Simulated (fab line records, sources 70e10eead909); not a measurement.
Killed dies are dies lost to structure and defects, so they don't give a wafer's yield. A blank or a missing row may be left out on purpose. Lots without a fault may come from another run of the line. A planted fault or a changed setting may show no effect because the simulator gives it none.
Tool commonality check | flow nand_harc | 14 lots, 42 wafers sampled

WHY IT WAS OPENED
At NHARC_A_SOURCE_PLATE_THK_MEAS_06 the reading thk_nm is flagged on 3 of 14 lots. Wafers without a fault read 199.6 nm, standard deviation 1.9.
Rule: a lot is flagged when every wafer of it that has a number lies more than 4 standard deviations from that mean, or none has a number. The other lots count as sound.

lot  | measured     | on            | thk_nm (nm), wafer by wafer | flag
L675 | day 7 22:09  | film_metro-02 | 199.1 197.0 199.1           |
L676 | day 8 11:48  | film_metro-02 | 197.6 199.2 198.6           |
L679 | day 9 21:11  | film_metro-01 | 196.2 200.3 198.7           |
L680 | day 10 07:10 | film_metro-01 | 198.2 196.6 196.7           |
L682 | day 11 02:50 | film_metro-01 | 50.8 48.9 49.8              | FLAGGED
L683 | day 11 06:05 | film_metro-02 | 51.0 51.3 49.4              | FLAGGED
L684 | day 12 01:36 | film_metro-01 | 52.1 50.0 48.0              | FLAGGED
L686 | day 12 12:58 | film_metro-02 | 202.2 200.0 200.3           |
L689 | day 13 20:17 | film_metro-01 | 199.8 198.8 196.2           |
L688 | day 13 20:18 | film_metro-02 | 197.0 198.7 202.4           |
L690 | day 14 12:41 | film_metro-02 | 201.0 202.1 199.2           |
L693 | day 15 23:26 | film_metro-01 | 197.1 201.0 199.7           |
L695 | day 16 17:25 | film_metro-01 | 197.8 200.6 201.8           |
L696 | day 16 21:05 | film_metro-01 | 198.1 199.2 198.8           |
The numbers of the flagged lots are 50.1 nm on average: -149.5 nm against the usual, or -79 standard deviations.

WHICH TOOL RAN EACH LOT
The record holds 3 process steps before the reading, out of a route of 1302 steps. In each cell: the tool, then ch and the chambers that the sampled wafers went through, then the start.
lot  | flag    | NHARC_P_BONDPAD_DEGAS_25     | NHARC_A_ZERO_WELL_ETCH_13        | NHARC_A_SOURCE_PLATE_CVD_03
L675 |         | pvd_sputter-01, day 6 23:22  | rie_si-05 ch 1,2,3, day 7 02:38  | lpcvd_poly-01 ch 0, day 7 11:44
L676 |         | pvd_sputter-01, day 7 10:52  | rie_si-01 ch 1,2,3, day 7 14:07  | lpcvd_poly-03 ch 0, day 8 01:26
L679 |         | pvd_sputter-02, day 8 18:25  | rie_si-05 ch 0,2, day 8 21:37    | lpcvd_poly-01 ch 0, day 9 08:37
L680 |         | pvd_sputter-01, day 9 05:56  | rie_si-05 ch 0,1,2, day 9 09:16  | lpcvd_poly-01 ch 0, day 9 20:37
L682 | FLAGGED | pvd_sputter-03, day 10 02:18 | rie_si-01 ch 0,3, day 10 05:32   | lpcvd_poly-03, day 10 16:32
L683 | FLAGGED | pvd_sputter-02, day 10 05:49 | rie_si-05 ch 0,1,2, day 10 09:06 | lpcvd_poly-04, day 10 19:37
L684 | FLAGGED | pvd_sputter-01, day 11 01:34 | rie_si-03 ch 0,1,2, day 11 04:52 | lpcvd_poly-01, day 11 15:23
L686 |         | pvd_sputter-01, day 11 12:19 | rie_si-01 ch 0,2,3, day 11 15:37 | lpcvd_poly-04 ch 0, day 12 02:38
L689 |         | pvd_sputter-01, day 12 18:52 | rie_si-01 ch 1,2,3, day 12 22:07 | lpcvd_poly-03 ch 0, day 13 08:56
L688 |         | pvd_sputter-03, day 12 20:10 | rie_si-01 ch 0,3, day 12 23:27   | lpcvd_poly-03 ch 0, day 13 08:56
L690 |         | pvd_sputter-02, day 13 13:02 | rie_si-05 ch 1,2, day 13 16:19   | lpcvd_poly-03 ch 0, day 14 02:45
L693 |         | pvd_sputter-01, day 14 21:46 | rie_si-01 ch 0,3, day 15 01:02   | lpcvd_poly-01 ch 0, day 15 13:03
L695 |         | pvd_sputter-01, day 15 17:16 | rie_si-03 ch 2,3, day 15 20:25   | lpcvd_poly-03 ch 0, day 16 06:58
L696 |         | pvd_sputter-02, day 15 20:27 | rie_si-03 ch 0,1,3, day 15 23:38 | lpcvd_poly-03 ch 0, day 16 10:41
What these steps do:
- NHARC_P_BONDPAD_DEGAS_25: time 60 s.
- NHARC_A_ZERO_WELL_ETCH_13: etches the open film in HBr/Cl2, target depth 120 nm, time 40.1 s.
- NHARC_A_SOURCE_PLATE_CVD_03: deposits poly-Si, target thk 200 nm, time 4000 s.
- NHARC_A_SOURCE_PLATE_THK_MEAS_06: measures by ellipsometry.

FLAGGED OVER TOTAL, TOOL BY TOOL (the gauges that took the reading come last)
step                             | tool           | lots run | flagged | share of the flagged lots | sound lots run after its first flagged lot
NHARC_P_BONDPAD_DEGAS_25         | pvd_sputter-01 | 8        | 1       | some                      | 4 (L686,L689,L693,L695)
NHARC_P_BONDPAD_DEGAS_25         | pvd_sputter-02 | 4        | 1       | some                      | 2 (L690,L696)
NHARC_P_BONDPAD_DEGAS_25         | pvd_sputter-03 | 2        | 1       | some                      | 1 (L688)
NHARC_A_ZERO_WELL_ETCH_13        | rie_si-01      | 6        | 1       | some                      | 4 (L686,L689,L688,L693)
NHARC_A_ZERO_WELL_ETCH_13        | rie_si-03      | 3        | 1       | some                      | 2 (L695,L696)
NHARC_A_ZERO_WELL_ETCH_13        | rie_si-05      | 5        | 1       | some                      | 1 (L690)
NHARC_A_SOURCE_PLATE_CVD_03      | lpcvd_poly-01  | 5        | 1       | some                      | 1 (L693)
NHARC_A_SOURCE_PLATE_CVD_03      | lpcvd_poly-03  | 7        | 1       | some                      | 5 (L688,L689,L690,L695,L696)
NHARC_A_SOURCE_PLATE_CVD_03      | lpcvd_poly-04  | 2        | 1       | some                      | 1 (L686)
NHARC_A_SOURCE_PLATE_THK_MEAS_06 | film_metro-01  | 8        | 2       | some                      | 4 (L689,L693,L695,L696)
NHARC_A_SOURCE_PLATE_THK_MEAS_06 | film_metro-02  | 6        | 1       | some                      | 3 (L686,L688,L690)

WHAT THE TABLE ALLOWS
No row of the table ran every flagged lot.

WHAT THE SIMULATOR HAD PUT IN
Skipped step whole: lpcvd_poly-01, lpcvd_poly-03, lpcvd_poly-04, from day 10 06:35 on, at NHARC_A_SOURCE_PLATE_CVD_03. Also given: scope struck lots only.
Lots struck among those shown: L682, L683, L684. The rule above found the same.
